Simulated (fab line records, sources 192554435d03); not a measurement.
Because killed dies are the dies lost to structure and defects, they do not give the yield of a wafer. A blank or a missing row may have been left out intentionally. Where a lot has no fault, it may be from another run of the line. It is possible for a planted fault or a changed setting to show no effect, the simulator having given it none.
A struck lot beside a sound one | flow n5Finfet | 40 steps out of a route of 1938
Sound: the wafers L509.2, L509.5, L509.6. Struck: wafer L521.2 (left out: L521.1, L521.5 of the same lot, which were not struck); the cause appears at the end.
Each step with rows lists, per side, the tool, then ch with its chambers, then its first start. Under that, the readings that differ: sound wafers | struck wafers | difference of the means | sigmas: that difference in standard deviations of wafers without a fault.
alike: words and numbers the same on both sides, and readings whose means are apart by under 2 such deviations; not compared: readings that were withheld, readings missing a value for some wafer, numbers with overlapping values and no deviation given by the record, and bounds like >300 which may hide the same value.
The two part at a step that has a row with sigmas, a row that says differs or no value, or rows on one side only. Numbers that don't overlap but have no deviation are shown without sigmas and don't part them. A reading missing from all wafers of one side parts the sides only when that side holds two or more wafers.

first, 1 step without rows for these wafers: N5_HKMG_FIN_ALD_21 (deposits TiN, target thk 1.5 nm, pulse time 1 s, purge time 3 s).
N5_HKMG_FIN_ALD_72: deposits W, target thk 2 nm, pulse time 1 s, purge time 2 s.
  sound on cvdW-02 ch 0,1, day 4 06:16; struck on cvdW-02 ch 0, day 7 06:01
  alike: heaterPowerW, precursorPulseHeightRel
then, 5 steps without rows for these wafers: N5_HKMG_FIN_W_FILL_22 (material W, target thk 60 nm, time 18.2 s); N5_HKMG_FIN_PRECLEAN_83 (cleans in DIW, time 57.5 s); N5_HKMG_FIN_SRD_84 (dry time 32 s); N5_HKMG_FIN_CMP_23 (polishes, stops on SiNx, t overpolish 10 s, target thk 46.326 nm); N5_HKMG_FIN_CMP_94 (polishes, stops on SiNx, t overpolish 4.7 s, target thk 43.299 nm).
N5_HKMG_FIN_INSPECT_28: inspects for defects (darkfield).
  sound: defectInspect-02 at day 4 07:09; struck: defectInspect-02 at day 7 06:53
reading        | sound   | struck | difference | sigmas
rawDefectCount | 27 8 20 | 52     | +34        | +2
then, 2 steps without rows for these wafers: N5_GATE_CUT_ETCHBACK_00 (etches W in SF6/Cl2); N5_GATE_CUT_ETCH_56 (etches TiN in Cl2/Ar, target depth 21.6 nm).
N5_GATE_CUT_ETCHBACK_30: etches TiN in Cl2/Ar, target depth 3 nm.
  sound on rieMetal-01 ch 0,1, day 4 07:23; struck on rieMetal-03 ch 1, day 7 07:13
  alike: drypumpMotorCurrentA, mfcCl2Sccm, oesProductAu, throttleValvePct
  not compared: rfHoursCounterH
N5_GATE_CUT_VAPOR_ETCH_60: etches HfO2 in BCl3/Cl2.
  sound on rieMetal-01 ch 0,1, day 4 07:25; struck on rieMetal-03 ch 1, day 7 07:15
  alike: drypumpMotorCurrentA, oesProductAu
then, 5 steps without rows for these wafers: N5_GATE_CUT_ETCH_58 (etches SiNx in CH3F/O2, target depth 17 nm, time 128.6 s); N5_GATE_CUT_STRIP_59 (strips in N2/H2, time 20 s); N5_GATE_CUT_PRECLEAN_31 (cleans in DIW, time 300 s); N5_GATE_CUT_SRD_32 (time 30 s); N5_GATE_CUT_SAC_CAP_01 (material SiNx, target thk 24 nm, pulse time 1 s, ald cycles 480).
N5_GATE_CUT_PECVD_57: deposits SiNx from SiH4/NH3/N2, target thk 21 nm.
  sound on pecvd-04 ch 1,2, day 4 10:01; struck on pecvd-03 ch 0, day 7 09:52
reading          | sound       | struck | difference | sigmas
heaterPowerW (W) | 763 876 738 | 598    | -194       | -3
  alike: showerheadPlenumPTorr, throttleValvePct
then, 1 step without rows for these wafers: N5_GATE_CUT_CMP_02 (polishes, stops on SiO2, t overpolish 12.7 s, target thk 0 nm).
N5_GATE_CUT_HM_DEP_46: deposits SiO2 from TEOS/O2, target thk 130 nm, time 26.6 s.
  sound on pecvd-02 ch 0,2, day 4 10:25; struck on pecvd-04 ch 2, day 7 10:16
  alike: heaterPowerW, showerheadPlenumPTorr, throttleValvePct
then, 9 steps without rows for these wafers: N5_GATE_CUT_COAT_34 (time 60 s, resist thk 60 nm); N5_GATE_CUT_COAT_35 (time 60 s, resist thk 10 nm); N5_GATE_CUT_COAT_27 (time 60 s, resist thk 10 nm); N5_GATE_CUT_COAT_07 (resist thk 30 nm); N5_GATE_CUT_EBR_09; N5_GATE_CUT_SOFTBAKE_08 (time 60 s); N5_GATE_CUT_EXPOSE_10 (exposes mask GATE CUT, target cd 20 nm); N5_GATE_CUT_PEB_11 (peb time 60 s); N5_GATE_CUT_DEVELOP_12 (develop time 30 s).
N5_GATE_CUT_CD_MEAS_13: target cd 20 nm.
  sound on cdSem-01 ch 0, day 4 10:46; struck on cdSem-01 ch 0, day 7 10:38
  alike: cdNm
N5_GATE_CUT_OVL_MEAS_14:
  sound on overlay-02 ch 0, day 4 10:47; struck on overlay-02 ch 0, day 7 10:40
  alike: GATE_CUT_OVL
N5_GATE_CUT_DESCUM_18: chemistry O2, time 7 s.
  sound on rieDiel-05 ch 0,1,2, day 4 11:04; struck on rieDiel-05 ch 0, day 7 11:07
  alike: biasPowerW, drypumpMotorCurrentA, oesProductAu, rfVppV, showerheadPlenumPTorr, throttleValvePct
  not compared: rfHoursCounterH
then, 7 steps without rows for these wafers: N5_GATE_CUT_ETCH_28 (etches underlayer in N2/H2, target depth 13 nm, time 10.4 s); N5_GATE_CUT_ETCH_36 (etches SiARC in CF4, target depth 13 nm, time 21.7 s); N5_GATE_CUT_ETCH_37 (etches SOC in N2/H2, target depth 60 nm, overetch 12 nm, time 90 s); N5_GATE_CUT_STRIP_38 (strips in N2/H2); N5_GATE_CUT_STRIP_39 (strips in N2/H2); N5_GATE_CUT_HM_OPEN_40 (chemistry C4F6/O2, target SiO2, target depth 139 nm, time 85.1 s); N5_GATE_CUT_STRIP_41 (strips in CF4).
-- record jumps: 8 days separate the struck wafers' starts on either side; left off in module GATE_CUT, taken up again in module PASSIVATION, whose first shown step is the route's number 1936 --
N5_PASSIVATION_PROBE_49:
  the record has rows for the struck wafers here (prober-01, day 15 21:28) and none for the sound ones

== WHERE THEY PART ==
At N5_HKMG_FIN_INSPECT_28 first; at N5_PASSIVATION_PROBE_49 last (within this record only).

WHY: what had been put in by the simulator
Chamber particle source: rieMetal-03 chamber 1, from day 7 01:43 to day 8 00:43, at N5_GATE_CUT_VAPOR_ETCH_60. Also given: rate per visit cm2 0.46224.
